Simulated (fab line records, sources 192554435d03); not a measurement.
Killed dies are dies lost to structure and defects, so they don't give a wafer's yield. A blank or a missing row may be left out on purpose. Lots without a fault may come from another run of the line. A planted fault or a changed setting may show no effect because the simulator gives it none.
Chamber matching | flow n5_finfet | N5_MOL_CONTACT_COAG_ETCH_48 on rie_diel-05: 4 sister chambers
The step etches SiOC in C4F6/O2, target depth 15 nm, overetch 4.5 nm, time 17 s. 8 wafers are shown with their chamber, then 11 later ones without.

WAFERS WITH THEIR CHAMBER
wafer  | chamber | throttle_valve_pct (%) | rf_vpp_V (V)
L086.5 | 0       | 39.8                   | 1576
L089.4 | 0       | 39.8                   | 1576
L090.1 | 2       | 40.1                   | 1615
L090.3 | 1       | 41.7                   | 1600
L091.1 | 3       | 39.3                   | 1588
L091.3 | 1       | 41.8                   | 1599
L091.6 | 3       | 39.3                   | 1588
L092.1 | 2       | 40.1                   | 1614

WAFERS WITHOUT THEIR CHAMBER
wafer  | throttle_valve_pct (%) | rf_vpp_V (V)
L092.4 | 39.8                   | 1576
L092.6 | 40.2                   | 1612
L094.1 | 40.2                   | 1614
L094.2 | 41.7                   | 1599
L094.5 | 39.8                   | 1576
L093.3 | 40.1                   | 1614
L093.4 | 39.3                   | 1587
L093.5 | 39.8                   | 1577
L095.1 | 39.2                   | 1587
L095.2 | 39.8                   | 1577
L095.5 | 39.8                   | 1576

WHICH CHAMBER EACH WENT THROUGH
wafer  | from the rows above | in truth
L092.4 | 0                   | 0
L092.6 | 2                   | 2
L094.1 | 2                   | 2
L094.2 | 1                   | 1
L094.5 | 0                   | 0
L093.3 | 2                   | 2
L093.4 | 3                   | 3
L093.5 | 0                   | 0
L095.1 | 3                   | 3
L095.2 | 0                   | 0
L095.5 | 0                   | 0
Placed correctly: 11 of 11. Can't be placed from these rows: 0. Placed wrongly: 0.
How it was worked out, from the rows above alone: a wafer's distance from a chamber is the root of the sum, over the readings, of the square of ((its reading less the chamber's mean) divided by the reading's scatter). The wafer belongs to the nearest chamber; if the next one is less than 2 further off, it can't be placed. A chamber's mean is the mean of its shown wafers. The scatter: the root of (the sum of the squares of (reading less its chamber's mean) over the shown wafers, divided by (wafers less chambers)).
